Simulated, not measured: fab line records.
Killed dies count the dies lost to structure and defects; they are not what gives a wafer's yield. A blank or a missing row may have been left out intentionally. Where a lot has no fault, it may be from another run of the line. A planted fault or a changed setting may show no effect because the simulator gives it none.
Which of the tools did it? -- flow n5Finfet -- 24 lots with 72 wafers sampled at 6 steps, on a route of 1938 steps

WHAT EACH GAUGE READ, for each wafer
Not one reading of a measure or inspect step in the record can be checked against a usual standard deviation.

TOOL THAT RAN EACH LOT (tool first, then ch and the chambers of the sampled wafers, then the start)
lot,N5_BEOL_M4_STRIP_19,N5_BEOL_M4_DESCUM_33,N5_BEOL_M4_ETCH_70,N5_BEOL_M4_ANNEAL_82,N5_BEOL_M4_SPUTTER_92,N5_BEOL_M4_SPUTTER_96
L074,"rieDiel-06 ch 2,3, day 7 21:35","rieDiel-01 ch 0,2, day 7 22:07","rieDiel-01 ch 0,2,3, day 8 01:56","pvdSputter-01, day 8 04:02","pvdSputter-01, day 8 04:50","pvdSputter-01, day 8 05:16"
L076,"rieDiel-06 ch 0,1,3, day 8 00:31","rieDiel-02 ch 2,3, day 8 01:02","rieDiel-01 ch 0,1, day 9 00:11","pvdSputter-02, day 9 02:01","pvdSputter-02, day 9 02:49","pvdSputter-02, day 9 03:15"
L075,"rieDiel-06 ch 1,3, day 8 01:26","rieDiel-06 ch 0,2, day 8 02:04","rieDiel-02 ch 2,3, day 8 03:03","pvdSputter-03, day 8 06:18","pvdSputter-03, day 8 07:06","pvdSputter-03, day 8 07:32"
L078,"rieDiel-01 ch 0,1,2, day 8 13:25","rieDiel-01 ch 0,1,2, day 8 14:05","rieDiel-06 ch 1,2,3, day 9 03:10","pvdSputter-01, day 9 04:52","pvdSputter-01, day 9 05:40","pvdSputter-01, day 9 06:06"
L079,"rieDiel-02 ch 0,3, day 9 02:26","rieDiel-02 ch 1,2,3, day 9 03:05","rieDiel-06 ch 1,2, day 9 06:50","pvdSputter-02, day 9 10:01","pvdSputter-02, day 9 10:49","pvdSputter-02, day 9 11:15"
L077,"rieDiel-02 ch 1,2, day 9 02:29","rieDiel-01 ch 1,2,3, day 9 03:08","rieDiel-01 ch 0,1,2, day 9 06:41","pvdSputter-03, day 9 08:30","pvdSputter-03, day 9 09:18","pvdSputter-03, day 9 09:44"
L081,"rieDiel-02 ch 0,1,2, day 9 11:29","rieDiel-01 ch 2,3, day 9 12:10","rieDiel-02 ch 1,2,3, day 9 13:32","pvdSputter-01, day 9 17:04","pvdSputter-01, day 9 17:52","pvdSputter-01, day 9 18:18"
L080,"rieDiel-06 ch 1,2,3, day 9 17:02","rieDiel-01 ch 0,1,2, day 9 17:35","rieDiel-06 ch 1,3, day 9 18:16","pvdSputter-02, day 9 20:04","pvdSputter-02, day 9 20:52","pvdSputter-02, day 9 21:19"
L082,"rieDiel-02 ch 0,2,3, day 9 19:48","rieDiel-01 ch 1,2,3, day 9 20:26","rieDiel-06 ch 1,2,3, day 10 01:32","pvdSputter-02, day 10 04:05","pvdSputter-02, day 10 04:53","pvdSputter-02, day 10 05:19"
L083,"rieDiel-02 ch 0,1,3, day 10 12:50","rieDiel-06 ch 0,1,2, day 10 13:20","rieDiel-02 ch 0,1,3, day 10 16:19","pvdSputter-02, day 10 18:26","pvdSputter-02, day 10 19:14","pvdSputter-02, day 10 19:41"
L084,"rieDiel-01 ch 1,2,3, day 10 17:38","rieDiel-06 ch 0,1,3, day 10 18:08","rieDiel-01 ch 0,1,3, day 10 19:53","pvdSputter-03, day 10 22:31","pvdSputter-03, day 10 23:19","pvdSputter-03, day 10 23:45"
L085,"rieDiel-02 ch 1,2, day 10 20:51","rieDiel-06 ch 0,1,3, day 10 21:44","rieDiel-02 ch 0,1,3, day 10 22:55","pvdSputter-02, day 11 00:53","pvdSputter-02, day 11 01:41","pvdSputter-02, day 11 02:07"
L087,"rieDiel-01 ch 0,1,3, day 10 23:50","rieDiel-06 ch 0,1,2, day 11 00:20","rieDiel-02 ch 0,2,3, day 11 01:53","pvdSputter-02, day 11 03:53","pvdSputter-02, day 11 04:41","pvdSputter-02, day 11 05:07"
L086,"rieDiel-02 ch 0,1, day 11 01:32","rieDiel-02 ch 0,1,3, day 11 02:19","rieDiel-01 ch 0,1, day 11 04:56","pvdSputter-02, day 11 07:00","pvdSputter-02, day 11 07:48","pvdSputter-02, day 11 08:14"
L088,"rieDiel-06 ch 0,1,2, day 11 08:19","rieDiel-02 ch 0,1,3, day 11 08:50","rieDiel-06 ch 0,2,3, day 12 04:29","pvdSputter-02, day 12 07:11","pvdSputter-02, day 12 07:59","pvdSputter-02, day 12 08:26"
L090,"rieDiel-06 ch 1,2,3, day 11 14:59","rieDiel-01 ch 0,3, day 11 15:40","rieDiel-02 ch 0,1,2, day 12 07:09","pvdSputter-01, day 12 09:44","pvdSputter-01, day 12 10:32","pvdSputter-01, day 12 10:59"
L089,"rieDiel-01 ch 1,2,3, day 11 19:41","rieDiel-02 ch 0,2,3, day 11 20:43","rieDiel-02 ch 0,2,3, day 12 08:06","pvdSputter-02, day 12 10:21","pvdSputter-02, day 12 11:09","pvdSputter-02, day 12 11:35"
L091,"rieDiel-01 ch 1,2, day 12 08:40","rieDiel-06 ch 0,3, day 12 09:19","rieDiel-06 ch 0,1,3, day 12 14:13","pvdSputter-03, day 12 16:27","pvdSputter-03, day 12 17:15","pvdSputter-03, day 12 17:41"
L093,"rieDiel-01 ch 0,2,3, day 12 13:40","rieDiel-01 ch 1,2,3, day 12 14:14","rieDiel-02 ch 1,2,3, day 12 19:55","pvdSputter-01, day 12 23:49","pvdSputter-01, day 13 00:37","pvdSputter-01, day 13 01:03"
L092,"rieDiel-01 ch 2,3, day 12 19:13","rieDiel-01 ch 1,2,3, day 12 19:52","rieDiel-01 ch 2,3, day 13 04:02","pvdSputter-03, day 13 06:16","pvdSputter-03, day 13 07:04","pvdSputter-03, day 13 07:30"
L094,"rieDiel-01 ch 1,2, day 13 08:48","rieDiel-06 ch 1,2, day 13 09:20","rieDiel-01 ch 1,2,3, day 13 11:05","pvdSputter-01, day 13 13:08","pvdSputter-01, day 13 13:56","pvdSputter-01, day 13 14:23"
L095,"rieDiel-06 ch 1,2,3, day 13 10:14","rieDiel-01 ch 0,3, day 13 10:44","rieDiel-01 ch 0,1,3, day 13 11:29","pvdSputter-01, day 13 14:59","pvdSputter-01, day 13 15:47","pvdSputter-01, day 13 16:13"
L097,"rieDiel-01 ch 0,1, day 13 16:05","rieDiel-02 ch 0,1, day 13 16:36","rieDiel-01 ch 0,1,2, day 13 20:47","pvdSputter-02, day 13 22:29","pvdSputter-02, day 13 23:17","pvdSputter-02, day 13 23:43"
L096,"rieDiel-02 ch 0,1,2, day 13 17:19","rieDiel-01 ch 0,2,3, day 13 17:59","rieDiel-06 ch 1,2,3, day 14 00:13","pvdSputter-02, day 14 01:58","pvdSputter-02, day 14 02:46","pvdSputter-02, day 14 03:13"
- N5_BEOL_M4_STRIP_19: strips in O2.
- N5_BEOL_M4_DESCUM_33: chemistry O2, time 7 s.
- N5_BEOL_M4_ETCH_70: etches SOC in N2/H2, target depth 80 nm, overetch 24 nm, time 130 s.
- N5_BEOL_M4_ANNEAL_82: time 240 s.
- N5_BEOL_M4_SPUTTER_92: material Cu, target thk 4.5 nm, time 8.29 s.
- N5_BEOL_M4_SPUTTER_96: material Cu, target thk 4.5 nm, time 8.29 s.

AS READ BY THE TOOLS THEMSELVES (means over the sampled wafers that have a number; for cases with no such wafer, the mark the record gives instead)
N5_BEOL_M4_STRIP_19. Usual: drypumpMotorCurrentA 5.64 A, standard deviation 0.27; oesProductAu 0.83 a.u., standard deviation 0.072; rfVppV 3.6 V, standard deviation 0.54; showerheadPlenumPTorr 2.10 Torr, standard deviation 0.077; throttleValvePct 16.57 %, standard deviation 0.26.
lot,tool,drypumpMotorCurrentA (A),oesProductAu (a.u.),rfVppV (V),showerheadPlenumPTorr (Torr),throttleValvePct (%),flag
L074,rieDiel-06,5.23,0.87,3.6,2.07,16.75,
L076,rieDiel-06,5.64,0.83,3.4,2.09,16.72,
L075,rieDiel-06,5.73,0.88,3.9,2.16,16.50,
L078,rieDiel-01,5.70,0.86,3.4,2.08,16.55,
L079,rieDiel-02,6.07,0.75,4.0,2.11,16.69,
L077,rieDiel-02,5.43,0.89,3.7,2.09,16.19,
L081,rieDiel-02,5.62,0.89,3.7,2.11,16.34,
L080,rieDiel-06,5.46,0.87,3.1,2.13,16.61,
L082,rieDiel-02,5.80,0.81,3.6,2.08,16.52,
L083,rieDiel-02,5.90,0.82,3.7,2.14,16.54,
L084,rieDiel-01,5.64,0.86,3.2,2.14,16.42,
L085,rieDiel-02,5.43,0.87,3.8,2.09,16.21,
L087,rieDiel-01,5.57,0.88,4.1,2.14,16.43,
L086,rieDiel-02,5.71,0.88,3.5,2.17,16.38,
L088,rieDiel-06,5.62,0.81,3.9,2.12,16.70,
L090,rieDiel-06,5.46,0.84,4.0,2.13,16.64,
L089,rieDiel-01,5.63,0.85,3.1,2.14,16.43,
L091,rieDiel-01,5.74,0.78,3.7,2.07,16.61,
L093,rieDiel-01,5.70,0.81,3.8,2.11,16.58,
L092,rieDiel-01,5.73,0.79,3.5,2.11,16.59,
L094,rieDiel-01,5.64,0.82,3.7,2.09,16.51,
L095,rieDiel-06,5.45,0.83,3.9,2.12,16.67,
L097,rieDiel-01,5.57,0.85,3.7,2.09,16.52,
L096,rieDiel-02,5.63,0.84,3.2,2.10,16.41,

N5_BEOL_M4_DESCUM_33. Usual: drypumpMotorCurrentA 5.63 A, standard deviation 0.26; oesProductAu 0.83 a.u., standard deviation 0.078; rfVppV 243.3 V, standard deviation 1.4; showerheadPlenumPTorr 2.10 Torr, standard deviation 0.082; throttleValvePct 20.34 %, standard deviation 0.28.
lot,tool,drypumpMotorCurrentA (A),oesProductAu (a.u.),rfVppV (V),showerheadPlenumPTorr (Torr),throttleValvePct (%),flag
L074,rieDiel-01,5.79,0.80,242.1,2.05,20.48,
L076,rieDiel-02,5.59,0.84,243.0,2.06,20.06,
L075,rieDiel-06,5.53,0.79,242.1,2.05,20.72,
L078,rieDiel-01,5.71,0.86,242.5,2.07,20.36,
L079,rieDiel-02,5.67,0.83,243.7,2.11,20.08,
L077,rieDiel-01,5.63,0.89,243.1,2.14,20.19,
L081,rieDiel-01,5.60,0.90,244.1,2.18,20.15,
L080,rieDiel-01,5.70,0.83,242.5,2.07,20.37,
L082,rieDiel-01,5.61,0.88,243.7,2.14,20.20,
L083,rieDiel-06,5.60,0.82,243.6,2.11,20.51,
L084,rieDiel-06,5.66,0.80,243.6,2.07,20.56,
L085,rieDiel-06,5.66,0.80,243.9,2.08,20.55,
L087,rieDiel-06,5.60,0.82,243.9,2.11,20.52,
L086,rieDiel-02,5.85,0.81,243.6,2.13,20.25,
L088,rieDiel-02,5.88,0.80,244.8,2.13,20.26,
L090,rieDiel-01,5.63,0.85,243.6,2.10,20.34,
L089,rieDiel-02,5.80,0.80,242.9,2.07,20.26,
L091,rieDiel-06,5.41,0.78,241.3,2.00,20.72,
L093,rieDiel-01,5.62,0.84,244.2,2.13,20.23,
L092,rieDiel-01,5.61,0.83,242.8,2.13,20.24,
L094,rieDiel-06,5.42,0.83,243.6,2.16,20.43,
L095,rieDiel-01,5.64,0.82,243.4,2.10,20.35,
L097,rieDiel-02,5.69,0.85,244.6,2.16,20.12,
L096,rieDiel-01,5.70,0.80,243.4,2.10,20.37,

N5_BEOL_M4_ETCH_70. Usual: drypumpMotorCurrentA 5.64 A, standard deviation 0.28; oesProductAu 0.61 a.u., standard deviation 0.053; rfVppV 524.0 V, standard deviation 2.8; showerheadPlenumPTorr 2.56 Torr, standard deviation 0.1; throttleValvePct 17.74 %, standard deviation 0.28.
lot,tool,drypumpMotorCurrentA (A),oesProductAu (a.u.),rfVppV (V),showerheadPlenumPTorr (Torr),throttleValvePct (%),flag
L074,rieDiel-01,5.68,0.56,520.2,2.45,17.79,
L076,rieDiel-01,5.61,0.67,525.0,2.60,17.94,
L075,rieDiel-02,5.60,0.62,523.0,2.51,17.47,
L078,rieDiel-06,5.47,0.64,524.5,2.57,17.72,
L079,rieDiel-06,5.41,0.65,526.4,2.61,17.57,
L077,rieDiel-01,5.68,0.62,523.9,2.53,17.88,
L081,rieDiel-02,5.69,0.61,524.5,2.58,17.50,
L080,rieDiel-06,5.50,0.63,524.3,2.54,17.86,
L082,rieDiel-06,5.46,0.64,525.4,2.57,17.73,
L083,rieDiel-02,5.88,0.59,525.6,2.60,17.68,
L084,rieDiel-01,5.60,0.65,525.4,2.62,17.74,
L085,rieDiel-02,5.90,0.59,525.2,2.60,17.69,
L087,rieDiel-02,5.81,0.58,523.2,2.53,17.68,
L086,rieDiel-01,5.56,0.64,523.7,2.59,17.98,
L088,rieDiel-06,5.38,0.58,521.8,2.47,17.99,
L090,rieDiel-02,5.65,0.62,524.8,2.60,17.69,
L089,rieDiel-02,5.82,0.58,522.8,2.53,17.70,
L091,rieDiel-06,5.64,0.58,523.3,2.51,17.92,
L093,rieDiel-02,5.69,0.59,524.0,2.57,17.54,
L092,rieDiel-01,5.62,0.63,525.7,2.61,17.43,
L094,rieDiel-01,5.63,0.61,525.0,2.58,17.67,
L095,rieDiel-01,5.60,0.63,525.0,2.61,17.78,
L097,rieDiel-01,5.69,0.59,522.7,2.51,17.94,
L096,rieDiel-06,5.48,0.60,524.1,2.56,17.78,

N5_BEOL_M4_ANNEAL_82. Usual: heaterPowerW at 860 W, with a standard deviation of 120.
lot,tool,heaterPowerW (W),flag
L074,pvdSputter-01,931,
L076,pvdSputter-02,887,
L075,pvdSputter-03,845,
L078,pvdSputter-01,878,
L079,pvdSputter-02,767,
L077,pvdSputter-03,842,
L081,pvdSputter-01,852,
L080,pvdSputter-02,892,
L082,pvdSputter-02,752,
L083,pvdSputter-02,865,
L084,pvdSputter-03,830,
L085,pvdSputter-02,765,
L087,pvdSputter-02,879,
L086,pvdSputter-02,865,
L088,pvdSputter-02,888,
L090,pvdSputter-01,865,
L089,pvdSputter-02,893,
L091,pvdSputter-03,893,
L093,pvdSputter-01,854,
L092,pvdSputter-03,842,
L094,pvdSputter-01,899,
L095,pvdSputter-01,900,
L097,pvdSputter-02,780,
L096,pvdSputter-02,894,

N5_BEOL_M4_SPUTTER_92. Usual: substrateTempC -19.99 C, standard deviation 0.11; throttleValvePct 29.4 %, standard deviation 1.2.
lot,tool,substrateTempC (C),throttleValvePct (%),flag
L074,pvdSputter-01,-20.10,29.0,
L076,pvdSputter-02,-20.11,29.2,
L075,pvdSputter-03,-19.96,30.7,
L078,pvdSputter-01,-19.89,28.3,
L079,pvdSputter-02,-20.00,29.5,
L077,pvdSputter-03,-20.03,30.7,
L081,pvdSputter-01,-19.86,29.2,
L080,pvdSputter-02,-19.93,29.2,
L082,pvdSputter-02,-19.86,29.5,
L083,pvdSputter-02,-20.06,28.5,
L084,pvdSputter-03,-19.96,30.7,
L085,pvdSputter-02,-20.05,29.3,
L087,pvdSputter-02,-19.97,28.6,
L086,pvdSputter-02,-19.97,28.6,
L088,pvdSputter-02,-19.83,29.2,
L090,pvdSputter-01,-19.98,29.5,
L089,pvdSputter-02,-19.99,29.3,
L091,pvdSputter-03,-20.13,31.1,
L093,pvdSputter-01,-19.96,29.0,
L092,pvdSputter-03,-20.12,30.6,
L094,pvdSputter-01,-19.96,28.8,
L095,pvdSputter-01,-20.05,28.3,
L097,pvdSputter-02,-19.98,30.2,
L096,pvdSputter-02,-19.94,29.1,

N5_BEOL_M4_SPUTTER_96. Usual: substrateTempC -20.01 C, standard deviation 0.11; throttleValvePct 29.4 %, standard deviation 1.2.
lot,tool,substrateTempC (C),throttleValvePct (%),flag
L074,pvdSputter-01,-19.95,29.1,
L076,pvdSputter-02,-20.05,29.2,
L075,pvdSputter-03,-20.03,30.6,
L078,pvdSputter-01,-19.94,28.4,
L079,pvdSputter-02,-19.84,29.5,
L077,pvdSputter-03,-20.07,30.6,
L081,pvdSputter-01,-19.98,29.2,
L080,pvdSputter-02,-20.18,29.3,
L082,pvdSputter-02,-20.00,29.4,
L083,pvdSputter-02,-19.94,28.6,
L084,pvdSputter-03,-20.00,30.8,
L085,pvdSputter-02,-19.98,29.5,
L087,pvdSputter-02,-20.15,28.7,
L086,pvdSputter-02,-19.95,28.6,
L088,pvdSputter-02,-20.10,29.1,
L090,pvdSputter-01,-20.01,29.6,
L089,pvdSputter-02,-20.07,29.3,
L091,pvdSputter-03,-20.02,30.9,
L093,pvdSputter-01,-20.00,29.1,
L092,pvdSputter-03,-20.08,30.5,
L094,pvdSputter-01,-19.96,28.5,
L095,pvdSputter-01,-20.06,28.4,
L097,pvdSputter-02,-20.09,30.0,
L096,pvdSputter-02,-20.01,29.2,

THE ANSWER, worked out from the rows above alone
Rule: a lot counts as off when the mean over its wafers that have a number is more than 3 standard deviations away from the usual mean. Also off: a lot with no number at a reading for which 4 or more lots have one. The other lots that the step has rows for count as sound. After the gauges, taken in route order, come the tools' own readings; for these a lot's mean is taken, as printed above. The first step at which some lot is off is used, and at that step the reading that is off furthest; a lot without a number counts as furthest.
None of the lots is off at any reading shown; this tells nothing.

WHAT HAD BEEN PUT IN BY THE SIMULATOR
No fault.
